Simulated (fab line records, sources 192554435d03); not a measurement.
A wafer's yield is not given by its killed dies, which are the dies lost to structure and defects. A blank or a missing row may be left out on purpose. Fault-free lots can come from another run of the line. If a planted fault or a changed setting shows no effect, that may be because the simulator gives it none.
fab line records | flow n5_finfet
[record] lots = 10 wafers = 30 last_day = 18
route steps=1938 shown BEOL_M7@1310 BEOL_M8@1347 PASSIVATION@1936
lots that met no fault: taken from a fault-free run of the same line
start_h: hours from the record's first day to the start of the lot's first wafer shown | wait_h: time in hours since the lot's previous step | " repeats the value in the row above | L1.1+2: a single row standing in for several wafers | - value missing, or start not given | * or withheld: withheld | < > ~ a bound
route shown NAME@n: a module of which the file shows steps, and the number in the route of the first | usual: the fault-free wafers' mean and standard deviation | same: alike in all rows | chamber/n: place in a boat | sites: each site's reading | _std_site: standard deviation across them | _edge_site: the outer-site mean with the inner-site mean subtracted | radius_mm: for every site, how far away it sits from the centre of the wafer | mask NAME#n: copy n | behind: the last tool/chamber to shape the wafer | hold: reason for holding the lot/hours on hold/outcome of the hold | device: transistor that didn't switch, given as n, p or np | end of line: at the end of the route, the tests of the same wafers | a step given without rows: its recipe and nothing more | killed: dies that structure and defects cost at the first sort, which is not the same as the wafer's yield | map: per-die view of a wafer (x killed, . not killed, _ where there is no die)
set.NAME: the setting as run; set.NAME@STEP: as run at that earlier step | model.NAME: the simulator's own value behind a step, which no gauge read
one table for each step of the route and one row for each wafer, over a sample of lots
services: from which hour (start_h, from the record's first day; less than 0 if before it) a tool's chamber was out of use, for how many hours, and why
[[steps]]
[step N5_BEOL_M7_STRIP_80]
[recipe] chemistry = N2/H2 time_s = 10 power_w = 450 temp_c = 40 pressure_mtorr = 20 rf_frequency_hz = 6e+07 bias_power_w = 7 n2_flow_sccm = 200 h2_flow_sccm = 200
[usual] drypump_motor_current_A = 5.8/0.4 oes_product_au = 0.76/0.092 rf_vpp_V = 59.1/0.87 showerhead_plenum_p_Torr = 2.54/0.076 throttle_valve_pct = 23.7/0.3
[same] time_s = 10
// columns lot.wafer tool chamber start_h wait_h drypump_motor_current_A oes_product_au rf_hours_counter_h rf_vpp_V showerhead_plenum_p_Torr throttle_valve_pct
L515.2 rie_diel-04 0 - - 6.1 0.84 77 58.3 2.58 23.3
L515.3 " 2 " " 6.4 0.67 244 59.9 2.62 24.1
L515.5 " 1 " " 6.4 0.74 - 59.6 2.63 23.3
L516.1 rie_diel-04 2 - - 6.5 0.68 249 59.4 2.61 24.1
L516.2 " 3 " " 5.3 0.74 201 59.3 2.63 23.9
L516.5 " 2 " " 6.4 0.67 - 59.5 2.61 24.1
L521.2 rie_diel-03 2 - - 5.7 0.80 91 60.0 2.46 23.4
L521.5 " 2 " " 5.7 0.82 - 60.0 2.46 23.3
L521.6 " 3 " " 6.4 0.90 - 58.3 2.59 23.1
L520.1 rie_diel-03 0 - - 6.2 0.99 3 58.9 2.61 23.7
L520.3 " 3 " " 6.3 0.90 22 60.4 2.59 23.1
L520.4 " 1 " " 5.8 0.67 223 58.0 2.63 23.9
L524.1 rie_diel-06 1 - - 5.3 0.74 165 58.4 2.53 24.0
L524.3 " 0 " " 5.4 0.69 211 58.9 2.50 23.9
L524.6 " 1 " " 5.3 0.74 - 59.0 2.53 24.0
L526.3 rie_diel-03 0 - - 6.2 0.95 8 59.8 2.60 23.7
L526.4 " 3 " " 6.3 0.90 27 60.9 2.59 23.1
L526.5 " 0 " " 6.2 0.97 - 59.4 2.60 23.7
L525.1 rie_diel-06 2 - - 5.5 0.78 108 59.5 2.45 23.5
L525.3 " 1 " " 5.3 0.73 170 59.4 2.53 24.0
L525.6 " 1 " " 5.3 0.73 - 59.2 2.53 24.0
L535.1 rie_diel-04 2 - - 6.4 0.92 25 59.1 2.60 23.7
L535.4 " 3 " " 5.3 0.72 234 57.9 2.61 24.0
L535.5 " 0 " " 6.1 0.81 - 59.4 2.57 23.4
L537.4 rie_diel-06 1 - - 5.4 0.71 189 60.0 2.52 24.1
L537.5 " 3 " " 6.0 0.67 - 58.0 2.40 24.0
L537.6 " 0 " " 5.4 0.68 - 59.7 2.49 24.0
L536.2 rie_diel-06 2 - - 5.5 0.75 130 59.6 2.44 23.5
L536.4 " 2 " " 5.5 0.75 - 58.6 2.44 23.5
L536.6 " 0 " " 5.4 0.67 - 59.9 2.49 24.0
[step N5_BEOL_M7_CURE_75]
[recipe] temp_c = 370 time_s = 120 ambient = DMADMS/He material = SiCOH_lowk
[usual] lamp_power_pct = 52.31/0.053 wafer_temp_C_max = 371.7/0.86
[same] time_s = 120
// columns lot.wafer tool chamber start_h wait_h lamp_power_pct wafer_temp_C_max
L515.2 uv_cure-02 1 211.54 0.1 52.41 371.2
L515.3 " 1 " " 52.34 370.8
L515.5 " 1 " " 52.20 371.1
L516.1 uv_cure-01 2 228.09 0.0 52.32 371.0
L516.2 " 2 " " 52.36 371.0
L516.5 " 2 " " 52.37 371.3
L521.2 uv_cure-03 2 245.03 0.1 52.30 371.0
L521.5 " 2 " " 52.33 371.4
L521.6 " 2 " " 52.36 370.6
L520.1 uv_cure-02 2 260.17 0.0 52.26 373.0
L520.3 " 2 " " 52.39 372.9
L520.4 " 2 " " 52.31 373.3
L524.1 uv_cure-01 1 263.22 0.4 52.35 371.7
L524.3 " 1 " " 52.35 371.4
L524.6 " 1 " " 52.37 371.5
L526.3 uv_cure-03 1 277.13 0.3 52.30 371.3
L526.4 " 1 " " 52.29 371.1
L526.5 " 1 " " 52.32 370.9
L525.1 uv_cure-01 1 277.23 0.0 52.40 371.9
L525.3 " 1 " " 52.32 371.7
L525.6 " 1 " " 52.32 371.7
L535.1 uv_cure-01 1 340.58 0.0 52.39 371.5
L535.4 " 1 " " 52.25 371.6
L535.5 " 1 " " 52.36 372.0
L537.4 uv_cure-03 1 343.37 0.3 52.30 371.0
L537.5 " 1 " " 52.27 371.1
L537.6 " 1 " " 52.33 371.4
L536.2 uv_cure-01 0 346.14 0.1 52.25 373.0
L536.4 " 0 " " 52.24 374.9
L536.6 " 0 " " 52.37 373.0
[step N5_BEOL_M7_PRE_CLEAN_45]
[recipe] gas = H2/He time_s = 30 temp_c = 250
[usual] heater_power_w = 329/35
[same] time_s = 30
// columns lot.wafer tool chamber start_h wait_h heater_power_w
L515.2 pvd_sputter-03 - 212.14 0.0 302
L515.3 " - " " 349
L515.5 " - " " 308
L516.1 pvd_sputter-01 - 229.23 0.0 338
L516.2 " - " " 325
L516.5 " - " " 327
L521.2 pvd_sputter-03 - 245.39 0.0 296
L521.5 " - " " 292
L521.6 " - " " 353
L520.1 pvd_sputter-01 - 260.64 0.0 342
L520.3 " - " " 340
L520.4 " - " " 412
L524.1 pvd_sputter-02 - 263.61 0.0 340
L524.3 " - " " 298
L524.6 " - " " 339
L526.3 pvd_sputter-01 - 277.41 0.0 411
L526.4 " - " " 347
L526.5 " - " " 412
L525.1 pvd_sputter-03 - 277.79 0.0 353
L525.3 " - " " 312
L525.6 " - " " 304
L535.1 pvd_sputter-01 - 340.97 0.0 335
L535.4 " - " " 324
L535.5 " - " " 340
L537.4 pvd_sputter-02 - 343.78 0.0 300
L537.5 " - " " 328
L537.6 " - " " 303
L536.2 pvd_sputter-02 - 346.47 0.0 303
L536.4 " - " " 339
L536.6 " - " " 291
[step N5_BEOL_M7_PRE_CLEAN_55]
[recipe] gas = NH3 time_s = 15 temp_c = withheld rf_power_w = 300
[same] time_s = 15
// columns lot.wafer tool chamber start_h wait_h
L515.2+3+5 pecvd-03 0,1,0 214.02 0.0
L516.1+2+5 pecvd-03 0,1,1 231.00 0.0
L521.2+5+6 pecvd-03 2,1,2 248.66 0.0
L520.1+3+4 pecvd-03 0,1,2 262.32 0.0
L524.1+3+6 pecvd-03 1,2,2 265.18 0.0
L526.3+4+5 pecvd-03 0,2,1 279.68 0.0
L525.1+3+6 pecvd-04 1,2,2 280.96 0.0
L535.1+4+5 pecvd-04 2,0,2 343.37 0.0
L537.4+5+6 pecvd-03 0,2,1 347.06 0.0
L536.2+4+6 pecvd-03 2,2,1 348.03 0.0
[step N5_BEOL_M7_INSPECT_58]
[recipe] inspect_instrument = darkfield mode = post_dep
[usual] raw_defect_count = 59/19
// columns lot.wafer tool chamber start_h wait_h raw_defect_count
L515.2 defect_inspect-02 - 214.17 0.0 89
L515.3 " - " " 75
L515.5 " - " " 60
L516.1 defect_inspect-02 - 231.15 0.0 40
L516.2 " - " " 30
L516.5 " - " " 52
L521.2 defect_inspect-02 - 248.78 0.0 67
L521.5 " - " " 36
L521.6 " - " " 35
L520.1 defect_inspect-02 - 262.44 0.0 537
L520.3 " - " " 527
L520.4 " - " " 517
L524.1 defect_inspect-02 - 265.30 0.0 509
L524.3 " - " " 546
L524.6 " - " " 475
L526.3 defect_inspect-02 - 279.80 0.0 472
L526.4 " - " " 552
L526.5 " - " " 569
L525.1 defect_inspect-01 - 281.08 0.0 45
L525.3 " - " " 59
L525.6 " - " " 75
L535.1 defect_inspect-02 - 343.49 0.0 43
L535.4 " - " " 36
L535.5 " - " " 57
L537.4 defect_inspect-01 - 347.17 0.0 59
L537.5 " - " " 50
L537.6 " - " " 94
L536.2 defect_inspect-01 - 348.15 0.0 38
L536.4 " - " " 59
L536.6 " - " " 20
[step N5_BEOL_M8_INSPECT_13]
[recipe] mode = adi inspect_instrument = brightfield
[usual] raw_defect_count = 338/88
// columns lot.wafer tool chamber start_h wait_h raw_defect_count
L515.2 defect_inspect-02 - 216.92 0.0 315
L515.3 " - " " 378
L515.5 " - " " 397
L516.1 defect_inspect-02 - 234.05 0.0 505
L516.2 " - " " 386
L516.5 " - " " 367
L521.2 defect_inspect-01 - 250.57 0.0 502
L521.5 " - " " 517
L521.6 " - " " 405
L520.1 defect_inspect-02 - 264.20 0.0 751
L520.3 " - " " 751
L520.4 " - " " 664
L524.1 defect_inspect-01 - 267.38 0.0 745
L524.3 " - " " 815
L524.6 " - " " 726
L526.3 defect_inspect-01 - 281.46 0.0 717
L526.4 " - " " 894
L526.5 " - " " 854
L525.1 defect_inspect-02 - 284.16 0.0 248
L525.3 " - " " 235
L525.6 " - " " 270
L535.1 defect_inspect-02 - 346.62 0.0 208
L535.4 " - " " 211
L535.5 " - " " 243
L537.4 defect_inspect-01 - 350.21 0.0 396
L537.5 " - " " 296
L537.6 " - " " 487
L536.2 defect_inspect-02 - 350.28 0.0 400
L536.4 " - " " 338
L536.6 " - " " 241
[step N5_BEOL_M8_INSPECT_30]
[recipe] mode = adi inspect_instrument = brightfield
[usual] raw_defect_count = 338/89
// columns lot.wafer tool chamber start_h wait_h raw_defect_count
L515.2 defect_inspect-01 - 219.92 0.0 346
L515.3 " - " " 376
L515.5 " - " " 406
L516.1 defect_inspect-01 - 238.57 0.1 491
L516.2 " - " " 419
L516.5 " - " " 390
L521.2 defect_inspect-01 - 251.86 0.0 492
L521.5 " - " " 534
L521.6 " - " " 430
L520.1 defect_inspect-01 - 266.29 0.1 756
L520.3 " - " " 745
L520.4 " - " " 677
L524.1 defect_inspect-02 - 268.33 0.1 725
L524.3 " - " " 775
L524.6 " - " " 698
L526.3 defect_inspect-02 - 282.99 0.0 710
L526.4 " - " " 860
L526.5 " - " " 842
L525.1 defect_inspect-02 - 286.50 0.1 257
L525.3 " - " " 248
L525.6 " - " " 255
L535.1 defect_inspect-02 - 348.98 0.1 212
L535.4 " - " " 217
L535.5 " - " " 249
L537.4 defect_inspect-01 - 352.71 0.0 403
L537.5 " - " " 324
L537.6 " - " " 479
L536.2 defect_inspect-02 - 352.88 0.0 422
L536.4 " - " " 334
L536.6 " - " " 238
[step N5_PASSIVATION_PROBE_49]
[usual] defect_limited_yield = 91.2/1.5 killed_at_M0_to_M3 = 33/9.6 killed_at_M4_up = 14/5.6 killed_at_contacts = 14/5.5 killed_at_front_end = 40/13 killed_at_other = 4/3 killed_dies = 104/17 killed_on_rim = 14/4.3 killed_open = 68/13 killed_short = 33/7.2 sort_bin_4_leakage = 0.00/0.014 sort_bin_5_function = 5.2/0.95 sort_bin_6_memory = 3.3/0.62 sort_bin_8_speed = 0.00/0.012 sort_n_pass = 1076/17 sort_yield_pct = 91.2/1.5
[same] gross_dies = 1180 killed_at_back_side = 0
// columns lot.wafer tool chamber start_h wait_h defect_limited_yield[%] killed_at_M0_to_M3 killed_at_M4_up killed_at_contacts killed_at_front_end killed_at_other killed_dies killed_on_rim killed_open killed_short sort_bin_4_leakage[%] sort_bin_5_function[%] sort_bin_6_memory[%] sort_bin_8_speed[%] sort_n_pass sort_yield_pct[%]
L520.1 prober-02 - 337.04 0.0 82.3 35 133 8 28 5 209 12 50 34 0 10.7 4.4 0 971 82.3
L520.3 prober-02 - 337.14 0.1 84.7 25 87 22 40 7 181 28 66 35 0 9.4 4.0 0 999 84.7
L520.4 prober-02 - 337.19 0.2 85.9 37 82 9 30 8 166 31 56 41 0 8.1 4.2 0 1014 85.9
L524.1 prober-02 - 341.92 0.0 84.7 18 90 20 50 2 180 33 65 27 0 9.1 4.5 0 1000 84.7
L524.3 prober-02 - 342.02 0.1 83.8 28 85 16 57 5 191 32 77 32 0 10.3 4.5 0 989 83.8
L524.6 prober-02 - 342.17 0.3 85.0 30 88 14 44 1 177 32 63 29 0 9.5 3.1 0 1003 85.0
L526.3 prober-02 - 346.95 0.1 81.7 18 120 7 67 4 216 22 65 37 0 11.8 4.1 0 964 81.7
L526.4 prober-02 - 347.00 0.2 87.2 18 77 13 41 2 151 23 53 24 0 7.5 3.2 0 1029 87.2
L526.5 prober-02 - 347.05 0.2 86.4 24 88 14 33 1 160 23 57 25 0 8.1 3.3 0 1020 86.4
// killed by level:class
L520.1 BEOL_M7:unspecified=125 BEOL_M0_SAQP:geometric_particle:open=10 BEOL_M1:geometric_particle:open=8 FIN_SAQP:geometric_particle:short=6 BEOL_M2:geometric_particle:open=6 STARTING-WAFER:geometric_particle:short=6 FIN_SAQP:geometric_particle:open=5 MOL_CONTACT_COAG:geometric_particle:open=5
L520.3 BEOL_M7:unspecified=74 MOL_CONTACT_COAG:geometric_particle:open=18 STI_FIN_REVEAL:geometric_particle:open=11 GATE_CUT:geometric_particle:short=9 BEOL_M4:geometric_particle:open=8 BEOL_M1:geometric_particle:open=7 BEOL_M0_SAQP:geometric_particle:short=5 BEOL_M2:geometric_particle:open=5
L520.4 BEOL_M7:unspecified=68 BEOL_M2:geometric_particle:open=8 MOL_CONTACT_COAG:geometric_particle:open=7 BEOL_M4:geometric_particle:open=7 FIN_SAQP:geometric_particle:open=6 BEOL_M0_SAQP:geometric_particle:open=6 BEOL_M0_SAQP:geometric_particle:short=6 BEOL_M3:geometric_particle:short=6
L524.1 BEOL_M7:unspecified=85 MOL_CONTACT_COAG:geometric_particle:open=17 STI_FIN_REVEAL:geometric_particle:open=12 FIN_SAQP:geometric_particle:short=7 FIN_SAQP:geometric_particle:open=6 DUMMY_GATE:geometric_particle:open=6 GATE_CUT:geometric_particle:short=6 BEOL_M0_SAQP:geometric_particle:open=5
L524.3 BEOL_M7:unspecified=74 FIN_SAQP:geometric_particle:open=16 MOL_CONTACT_COAG:geometric_particle:open=12 BEOL_M1:geometric_particle:open=11 DUMMY_GATE:geometric_particle:open=8 STI_FIN_REVEAL:geometric_particle:open=6 DUMMY_GATE:geometric_particle:short=5 BEOL_M0_SAQP:geometric_particle:short=5
L524.6 BEOL_M7:unspecified=76 FIN_SAQP:geometric_particle:open=14 MOL_CONTACT_COAG:geometric_particle:open=10 BEOL_M0_SAQP:geometric_particle:open=10 BEOL_M1:geometric_particle:open=7 BEOL_M0_SAQP:geometric_particle:short=6 FIN_SAQP:geometric_particle:short=4 BEOL_M1:geometric_particle:short=4
L526.3 BEOL_M7:unspecified=114 STI_FIN_REVEAL:geometric_particle:open=18 FIN_SAQP:geometric_particle:short=15 MOL_CONTACT_COAG:geometric_particle:open=7 SPACER0:geometric_particle:open=6 GATE_CUT:geometric_particle:short=6 STI_FIN_REVEAL:geometric_particle:short=4 SPACER0:geometric_particle:short=4
L526.4 BEOL_M7:unspecified=72 MOL_CONTACT_COAG:geometric_particle:open=11 GATE_CUT:geometric_particle:open=10 STI_FIN_REVEAL:geometric_particle:open=7 FIN_SAQP:geometric_particle:open=5 BEOL_M1:geometric_particle:open=5 FIN_SAQP:geometric_particle:short=4 GATE_CUT:geometric_particle:short=4
L526.5 BEOL_M7:unspecified=76 MOL_CONTACT_COAG:geometric_particle:open=9 DUMMY_GATE:geometric_particle:open=7 GATE_CUT:geometric_particle:open=6 BEOL_M1:geometric_particle:open=6 MOL_CONTACT_COAG:geometric_particle:short=5 FIN_SAQP:geometric_particle:open=4 STI_FIN_REVEAL:geometric_particle:open=4
[[services]]
// columns tool chamber start_h hours kind
pecvd-03 2 202.38 - clean
pecvd-03 2 202.38 - consumable_replace:showerhead
pecvd-03 2 202.38 29.0 scheduled_down
pecvd-03 2 202.38 29.0 vent_cycle
rie_diel-06 0 211.47 8.5 repair
uv_cure-03 - 226.46 5.7 repair
pecvd-04 - 227.99 28.1 pm
pecvd-03 1 252.32 5.5 scheduled_down
uv_cure-02 - 271.68 7.5 pm
rie_diel-03 - 272.06 0.8 repair
pecvd-04 - 272.95 0.7 repair
uv_cure-03 - 291.28 22.2 pm
pvd_sputter-02 - 305.59 2.2 repair
pecvd-03 0 307.67 5.5 scheduled_down
rie_diel-03 3 317.24 8.8 repair
pvd_sputter-01 - 326.95 3.2 repair
uv_cure-01 - 327.76 7.5 pm
pecvd-04 0 331.85 8.1 repair
rie_diel-04 3 334.18 5.4 repair
rie_diel-06 3 342.84 - clean
rie_diel-06 3 342.84 - consumable_replace:esc
rie_diel-06 3 342.84 - consumable_replace:focus_ring
rie_diel-06 3 342.84 - consumable_replace:showerhead
rie_diel-06 3 342.84 36.3 scheduled_down
[[key]]
[first_sign] step = N5_BEOL_M7_INSPECT_58 reading = raw_defect_count direction = up sigmas = 24 usual = 59 struck = 523
[effect] step = N5_BEOL_M8_INSPECT_13 reading = raw_defect_count direction = up sigmas = 4.9 usual = 338 struck = 769
[effect] step = N5_BEOL_M8_INSPECT_30 reading = raw_defect_count direction = up sigmas = 4.7 usual = 338 struck = 754
[effect] step = N5_PASSIVATION_PROBE_49 reading = killed_at_M4_up direction = up sigmas = 14 usual = 14 struck = 94
[more_kills_born_at] N5_BEOL_M7_PRE_CLEAN_55@pecvd-03 = 764
met_at N5_BEOL_M7_PRE_CLEAN_55
struck_lots L520,L524,L526
not_acting_at N5_BEOL_M7_STRIP_80,N5_BEOL_M7_CURE_75,N5_BEOL_M7_PRE_CLEAN_45
onset_between 248.66 262.32
[fault] kind = chamber_particle_source tool = pecvd-03 chamber = - onset_h = 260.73 steps = N5_BEOL_M7_PRE_CLEAN_55 rate_per_visit_cm2 = 0.69886 end_h = 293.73
